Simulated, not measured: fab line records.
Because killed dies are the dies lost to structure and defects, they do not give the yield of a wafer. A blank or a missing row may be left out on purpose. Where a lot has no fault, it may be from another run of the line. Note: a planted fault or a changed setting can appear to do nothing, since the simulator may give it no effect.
Lot-split experiment    flow n5 finfet    7 lots, 39 wafers read, on a route of 1938 steps

## ON THE SPLIT
At N5_SD_EPI_N_DESCUM_14 (chemistry O2, time 7.9 s), the setting time s was moved away from the recipe's 7.9 s on 15 of the 39 wafers read, by -44.0% to +48.5%. All remaining wafers had this setting at the recipe value.

Split to reading: the file shows no intervening step.

## THE READING
CAR-ArF-block_of_SD_EPI_N_COAT_03.thk nm (the simulator's own value, which no gauge read), in nm, at N5_SD_EPI_N_ETCH_34 (etches SiARC in CF4, target depth 45.5 nm, time 75.8 s). The file does not state a usual value for it. Across the 24 wafers here that went through the recipe, the average is 110.9 nm and the standard deviation 0.42 nm.

wafer   tool, chamber at the split  time s as run, s  against the recipe  CAR-ArF-block_of_SD_EPI_N_COAT_03.thk nm, nm  against lot-mates on the recipe
L074.1  rie diel-05, 3              7.9               recipe              111                                           -
L074.2  rie diel-05, 0,1            10.98             +39.0%              109.2                                         -1.6
L074.4  rie diel-05, 0,1            10.98             +39.0%              109.2                                         -1.6
L074.6  rie diel-05, 0              10.98             +39.0%              109.2                                         -1.6
L074.3  rie diel-05, 1              7.9               recipe              110.6                                         -
L074.5  rie diel-05, 3              7.9               recipe              110.8                                         -
L075.1  rie diel-01, 3              7.9               recipe              111.4                                         -
L075.2  rie diel-01, 0              7.9               recipe              111.2                                         -
L075.3  rie diel-01, 2,3            7.9               recipe              111.2                                         -
L075.5  rie diel-01, 2,3            7.9               recipe              111.2                                         -
L075.4  rie diel-01, 0              7.9               recipe              111                                           -
L075.6  rie diel-01, 2              7.9               recipe              111                                           -
L086.1  rie diel-03, 2              7.9               recipe              111                                           -
L086.5  rie diel-03, 2              7.9               recipe              111                                           -
L086.2  rie diel-03, 1              6.707             -15.1%              111.8                                         +1.1
L086.3  rie diel-03, 3,0            6.707             -15.1%              111.4                                         +0.7
L086.4  rie diel-03, 3,0            6.707             -15.1%              111.6                                         +0.9
L086.6  rie diel-03, 3              7.9               recipe              110.2                                         -
L089.1  rie diel-01, 2              11.09             +40.4%              109                                           -1.7
L089.4  rie diel-01, 1,3            11.09             +40.4%              109                                           -1.7
L089.2  rie diel-01, 1,3            11.09             +40.4%              109.2                                         -1.5
L089.3  rie diel-01, 0,3            7.9               recipe              110.8                                         -
L089.5  rie diel-01, 0,3            7.9               recipe              110.8                                         -
L089.6  rie diel-01, 2              7.9               recipe              110.4                                         -
L093.1  rie diel-05, 0              11.73             +48.5%              108.4                                         -1.9
L093.2  rie diel-05, 1              7.9               recipe              110                                           -
L093.3  rie diel-05, 2              11.73             +48.5%              108                                           -2.3
L093.4  rie diel-05, 3              7.9               recipe              110.8                                         -
L093.5  rie diel-05, 2              7.9               recipe              110.2                                         -
L093.6  rie diel-05, 1              11.73             +48.5%              108.8                                         -1.5
L096.1  rie diel-05, 2              7.9               recipe              111.8                                         -
L096.5  rie diel-05, 0              7.9               recipe              111.6                                         -
L096.6  rie diel-05, 3              7.9               recipe              111.2                                         -
L097.1  rie diel-03, 0              4.421             -44.0%              113.8                                         +2.7
L097.2  rie diel-03, 2              7.9               recipe              111.2                                         -
L097.5  rie diel-03, 0              7.9               recipe              111.2                                         -
L097.3  rie diel-03, 1              7.9               recipe              111                                           -
L097.4  rie diel-03, 3              4.421             -44.0%              113.6                                         +2.5
L097.6  rie diel-03, 3              4.421             -44.0%              113.4                                         +2.3
The file does not say which wafer passed through which chamber wherever a row lists several chambers: such a row stands for several wafers.

THE FIT
A straight line over all 39 wafers: CAR-ArF-block_of_SD_EPI_N_COAT_03.thk nm changes by -0.0519 nm for each +1% of time s; r = -0.96; the points scatter about the line by 0.39 nm.
The same after taking each lot's own level away (the mean of its wafers on the recipe; 39 wafers): -0.0456 nm for each +1%; r = -0.97; scatter 0.27 nm.
The reading moves by 2.2 nm for the largest change in time s, on that fit.
From 110.33 to 111.53 nm: that is the span of the lots' own levels, equal to 2.8 times the standard deviation above.
So the slope is not independent of the lot-to-lot level: the two fits are not the same.
Check: -2.13 nm against its lot-mates is what the line predicts for one of the wafers moved furthest among these (+48.5%) when that wafer is left out of the fit. Against them it came out at -1.93 nm.

## OTHER SPLITS APPLIED TO THESE WAFERS
These wafers also went through other splits before the reading. Each is held against what the fit with the lots' levels taken away leaves over:
other split on the same wafers        wafers away from the commonest value  r with CAR-ArF-block_of_SD_EPI_N_COAT_03.thk nm (lot level and that fit taken away)
N5_ZERO_LAYER_ETCH_18 target depth a  12                                    +0.08

## THE WHOLE CHAIN: every reading that the file lists as answering this split, in the file's order
step                   what it does                                            reading                                                                                    change (the file's fit)                 r (the file's)
N5_SD_EPI_N_DESCUM_14  chemistry O2, time 7.9 s                                CAR-ArF-block_of_SD_EPI_N_COAT_03.thk nm (the simulator's own value, which no gauge read)  -0.0439 nm for each +1% of the setting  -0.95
N5_SD_EPI_N_ETCH_34    etches SiARC in CF4, target depth 45.5 nm, time 75.8 s  CAR-ArF-block_of_SD_EPI_N_COAT_03.thk nm (the simulator's own value, which no gauge read)  -0.0447 nm for each +1% of the setting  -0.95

## THE FILE'S OWN FIT
CAR-ArF-block_of_SD_EPI_N_COAT_03.thk nm changes by -0.0447 nm for each +1% of time s, r = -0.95.
